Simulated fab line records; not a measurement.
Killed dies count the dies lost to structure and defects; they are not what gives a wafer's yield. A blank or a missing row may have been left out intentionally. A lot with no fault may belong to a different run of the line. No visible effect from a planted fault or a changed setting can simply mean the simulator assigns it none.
Struck lot and sound lot, side by side / flow n5_finfet / 16 out of 1938 route steps
Sound: these wafers, L522.2, L522.4, L522.6. Struck: wafer L525.2. (L525.4 of the same lot was not struck and is left out.) The cause comes at the end.
For every step that has rows: the tool of each side, followed by ch and its chambers, followed by its first start. Under that, the readings that differ: sound wafers / struck wafers / difference of the means / sigmas: that difference in standard deviations of wafers without a fault.
alike: words and numbers the same on both sides, and readings whose means are apart by under 2 such deviations; not compared: readings that were withheld, readings missing a value for some wafer, numbers with overlapping values and no deviation given by the record, and bounds like >300 which may hide the same value.
Wherever a step has rows on one side only, a row that says differs or no value, or a row with sigmas, the two part there. Numbers that don't overlap but have no deviation are shown without sigmas and don't part them. A reading missing from all wafers of one side parts the sides only when that side holds two or more wafers.

first, 7 steps without rows for these wafers: N5_BEOL_M2_COAT_73 (time 60 s, resist thk 5 nm); N5_BEOL_M2_COAT_05 (resist thk 30 nm); N5_BEOL_M2_EBR_07; N5_BEOL_M2_SOFTBAKE_06 (time 60 s); N5_BEOL_M2_EXPOSE_08 (exposes mask M2); N5_BEOL_M2_PEB_09 (peb time 60 s); N5_BEOL_M2_DEVELOP_10 (develop time 30 s).
N5_BEOL_M2_CD_MEAS_11: the cd target is 16.79 nm.
  sound on cd_sem-02 ch 0, day 8 20:35; struck on cd_sem-03 ch 0, day 9 23:23
  alike: cd_nm
N5_BEOL_M2_OVL_MEAS_12:
  sound on overlay-02 ch 0, day 8 20:37; struck on overlay-02 ch 0, day 9 23:25
  alike: M2_OVL
N5_BEOL_M2_INSPECT_13: inspects for defects (brightfield).
  sound: defect_inspect-01 at day 8 20:40; struck: defect_inspect-01 at day 9 23:28
  alike: raw_defect_count
N5_BEOL_M2_DESCUM_16: chemistry O2, time 7 s.
  sound on rie_diel-06 ch 0,2, day 8 20:55; struck on rie_diel-04 ch 2, day 9 23:30
reading=chamber_pressure_mTorr (mTorr); sound=20.007 19.981 19.970; struck=20.026; difference=+0.040; sigmas=+2
  alike: bias_power_w, drypump_motor_current_A, oes_product_au, rf_vpp_V, showerhead_plenum_p_Torr, throttle_valve_pct
  not compared: rf_hours_counter_h
N5_BEOL_M2_ETCH_74: etches underlayer in N2/H2, target depth 6.5 nm, time 5.2 s.
  sound on rie_diel-06 ch 0,2, day 8 20:58; struck on rie_diel-04 ch 2, day 9 23:32
  alike: chamber_pressure_mTorr, drypump_motor_current_A, etch_rf_on_time_s, oes_product_au, rf_vpp_V, showerhead_plenum_p_Torr, throttle_valve_pct
  not compared: rf_hours_counter_h
N5_BEOL_M2_ETCH_63: etches SiARC in CF4, target depth 15.6 nm, time 26 s.
  sound on rie_diel-06 ch 0,2, day 8 20:58; struck on rie_diel-04 ch 2, day 9 23:33
reading=etch_rf_on_time_s (s); sound=24.4 24.4 27.0; struck=39.4; difference=+14.1; sigmas=+14
reading=oes_product_au (a.u.); sound=0.73 0.72 0.70; struck=0.49; difference=-0.23; sigmas=-3
  alike: chamber_pressure_mTorr, drypump_motor_current_A, rf_vpp_V, showerhead_plenum_p_Torr, throttle_valve_pct
  not compared: rf_hours_counter_h
N5_BEOL_M2_ETCH_64: etches SOC in N2/H2, target depth 75 nm, overetch 22.5 nm, time 121.9 s.
  sound on rie_diel-06 ch 0,2, day 8 21:00; struck on rie_diel-04 ch 2, day 9 23:35
  alike: chamber_pressure_mTorr, drypump_motor_current_A, oes_product_au, rf_vpp_V, showerhead_plenum_p_Torr, throttle_valve_pct
  not compared: rf_hours_counter_h
N5_BEOL_M4_RC_MEAS_101:
  sound on prober-02 ch 0, day 10 00:01; struck on prober-01 ch 0, day 11 07:26
reading=VT_P (mV); sound=-257 -256 -257; struck=-249; difference=+8; sigmas=+2
  alike: DIBL_N, DIBL_P, IOFF_N, IOFF_P, ION_N, ION_P, SS_N, SS_P, VT_N
-- a jump in the record: the struck wafers' starts before and after are 5 days apart (it breaks off in module BEOL_M4 and resumes in module PASSIVATION, where the first step shown is number 1936 of the route) --
N5_PASSIVATION_PROBE_49:
  sound: prober-01 at day 14 13:41; struck: prober-02 at day 15 22:24
reading=killed_at_M0_to_M3; sound=36 40 20; struck=56; difference=+24; sigmas=+2
  alike: defect_limited_yield, killed_at_M4_up, killed_at_contacts, killed_at_front_end, killed_at_other, killed_dies, killed_on_rim, killed_open, killed_short, sort_bin_5_function, sort_bin_6_memory, sort_n_pass, sort_yield_pct

## WHERE THEY PART
At N5_BEOL_M2_DESCUM_16 first; at N5_PASSIVATION_PROBE_49 last (within this record only).

WHY: what had been put in by the simulator
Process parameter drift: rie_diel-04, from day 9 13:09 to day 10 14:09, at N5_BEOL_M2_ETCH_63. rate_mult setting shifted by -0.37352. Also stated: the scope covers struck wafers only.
